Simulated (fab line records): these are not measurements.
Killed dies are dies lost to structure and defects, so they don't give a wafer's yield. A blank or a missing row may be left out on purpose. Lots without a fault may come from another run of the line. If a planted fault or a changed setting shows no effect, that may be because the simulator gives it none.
Matching of chambers || flow n5Finfet || N5_GATE_CUT_CMP_43 on cmp-03 has 4 sister chambers
The step polishes SiO2. 18 wafers are shown with their chamber, then 9 later ones without.

## WAFERS WITH THEIR CHAMBER
{"wafer": "L076.3", "chamber": 2, "motorCurrentA (A)": 13.8, "slurryFilterDpKPa (kPa)": 13.86, "edgeZonePressureFrac": 0.993}
{"wafer": "L076.4", "chamber": 1, "motorCurrentA (A)": 13.4, "slurryFilterDpKPa (kPa)": 13.64, "edgeZonePressureFrac": 1.012}
{"wafer": "L076.6", "chamber": 3, "motorCurrentA (A)": 11.3, "slurryFilterDpKPa (kPa)": 13.48, "edgeZonePressureFrac": 0.997}
{"wafer": "L079.1", "chamber": 3, "motorCurrentA (A)": 11.0, "slurryFilterDpKPa (kPa)": 13.59, "edgeZonePressureFrac": 1.012}
{"wafer": "L079.3", "chamber": 0, "motorCurrentA (A)": 12.2, "slurryFilterDpKPa (kPa)": 13.14, "edgeZonePressureFrac": 0.994}
{"wafer": "L079.5", "chamber": 0, "motorCurrentA (A)": 13.1, "slurryFilterDpKPa (kPa)": 13.37, "edgeZonePressureFrac": 0.988}
{"wafer": "L083.1", "chamber": 1, "motorCurrentA (A)": 13.1, "slurryFilterDpKPa (kPa)": 13.38, "edgeZonePressureFrac": 1.002}
{"wafer": "L083.4", "chamber": 2, "motorCurrentA (A)": 13.5, "slurryFilterDpKPa (kPa)": 13.46, "edgeZonePressureFrac": 1.009}
{"wafer": "L083.5", "chamber": 0, "motorCurrentA (A)": 12.7, "slurryFilterDpKPa (kPa)": 13.53, "edgeZonePressureFrac": 0.988}
{"wafer": "L084.2", "chamber": 2, "motorCurrentA (A)": 14.1, "slurryFilterDpKPa (kPa)": 13.65, "edgeZonePressureFrac": 1.009}
{"wafer": "L084.3", "chamber": 3, "motorCurrentA (A)": 10.8, "slurryFilterDpKPa (kPa)": 13.38, "edgeZonePressureFrac": 1.002}
{"wafer": "L084.6", "chamber": 0, "motorCurrentA (A)": 12.3, "slurryFilterDpKPa (kPa)": 13.45, "edgeZonePressureFrac": 1.008}
{"wafer": "L086.2", "chamber": 2, "motorCurrentA (A)": 14.3, "slurryFilterDpKPa (kPa)": 13.56, "edgeZonePressureFrac": 1.004}
{"wafer": "L086.3", "chamber": 0, "motorCurrentA (A)": 12.5, "slurryFilterDpKPa (kPa)": 13.32, "edgeZonePressureFrac": 0.998}
{"wafer": "L086.6", "chamber": 1, "motorCurrentA (A)": 13.8, "slurryFilterDpKPa (kPa)": 13.49, "edgeZonePressureFrac": 0.999}
{"wafer": "L088.1", "chamber": 0, "motorCurrentA (A)": 11.8, "slurryFilterDpKPa (kPa)": 13.32, "edgeZonePressureFrac": 0.991}
{"wafer": "L088.5", "chamber": 3, "motorCurrentA (A)": 10.4, "slurryFilterDpKPa (kPa)": 13.22, "edgeZonePressureFrac": 1.002}
{"wafer": "L088.6", "chamber": 2, "motorCurrentA (A)": 13.7, "slurryFilterDpKPa (kPa)": 13.84, "edgeZonePressureFrac": 1.006}

SIGNATURES, as means of the wafers listed above
{"reading": "motorCurrentA", "chamber 0": 12.433, "chamber 1": 13.433, "chamber 2": 13.880, "chamber 3": 10.875, "scatter within a chamber": 0.385}
{"reading": "slurryFilterDpKPa", "chamber 0": 13.3550, "chamber 1": 13.5033, "chamber 2": 13.6740, "chamber 3": 13.4175, "scatter within a chamber": 0.151}
{"reading": "edgeZonePressureFrac", "chamber 0": 0.99450, "chamber 1": 1.00433, "chamber 2": 1.00420, "chamber 3": 1.00325, "scatter within a chamber": 0.00696}
Rule: a wafer's distance from a chamber is the root of the sum, over the readings, of the square of ((its reading less the chamber's mean) divided by the reading's scatter). The wafer belongs to the nearest chamber; if the next one is less than 2 further off, it can't be placed. The scatter: take each reading less its chamber's mean, square it, sum over the shown wafers, divide by the number of wafers less the number of chambers, and take the root.

## WAFERS WITH NO CHAMBER GIVEN
{"wafer": "L089.1", "motorCurrentA (A)": 13.8, "slurryFilterDpKPa (kPa)": 13.45, "edgeZonePressureFrac": 0.997}
{"wafer": "L089.2", "motorCurrentA (A)": 11.8, "slurryFilterDpKPa (kPa)": 13.63, "edgeZonePressureFrac": 0.987}
{"wafer": "L089.6", "motorCurrentA (A)": 11.2, "slurryFilterDpKPa (kPa)": 13.51, "edgeZonePressureFrac": 0.995}
{"wafer": "L090.1", "motorCurrentA (A)": 11.2, "slurryFilterDpKPa (kPa)": 13.38, "edgeZonePressureFrac": 0.992}
{"wafer": "L090.4", "motorCurrentA (A)": 13.5, "slurryFilterDpKPa (kPa)": 13.35, "edgeZonePressureFrac": 0.992}
{"wafer": "L090.5", "motorCurrentA (A)": 13.0, "slurryFilterDpKPa (kPa)": 13.43, "edgeZonePressureFrac": 0.996}
{"wafer": "L094.2", "motorCurrentA (A)": 11.5, "slurryFilterDpKPa (kPa)": 13.58, "edgeZonePressureFrac": 1.004}
{"wafer": "L094.3", "motorCurrentA (A)": 13.3, "slurryFilterDpKPa (kPa)": 13.44, "edgeZonePressureFrac": 0.999}
{"wafer": "L094.4", "motorCurrentA (A)": 12.2, "slurryFilterDpKPa (kPa)": 13.48, "edgeZonePressureFrac": 0.996}

## CHAMBER TAKEN BY EACH
{"wafer": "L089.1", "from the rows above": "can't be placed: 1 or 2", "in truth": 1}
{"wafer": "L089.2", "from the rows above": "can't be placed: 0 or 3", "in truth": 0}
{"wafer": "L089.6", "from the rows above": "can't be placed: 3 or 0", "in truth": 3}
{"wafer": "L090.1", "from the rows above": "can't be placed: 3 or 0", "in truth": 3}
{"wafer": "L090.4", "from the rows above": "can't be placed: 1 or 0 or 2", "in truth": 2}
{"wafer": "L090.5", "from the rows above": "can't be placed: 0 or 1 or 2", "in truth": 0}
{"wafer": "L094.2", "from the rows above": "can't be placed: 3 or 0", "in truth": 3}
{"wafer": "L094.3", "from the rows above": "can't be placed: 1 or 2 or 0", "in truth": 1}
{"wafer": "L094.4", "from the rows above": 0, "in truth": 0}
Correct placement for 1 of the 9. Can't be placed from these rows: 8 (the true chamber is among the candidates in 8). Number placed wrongly: 0.
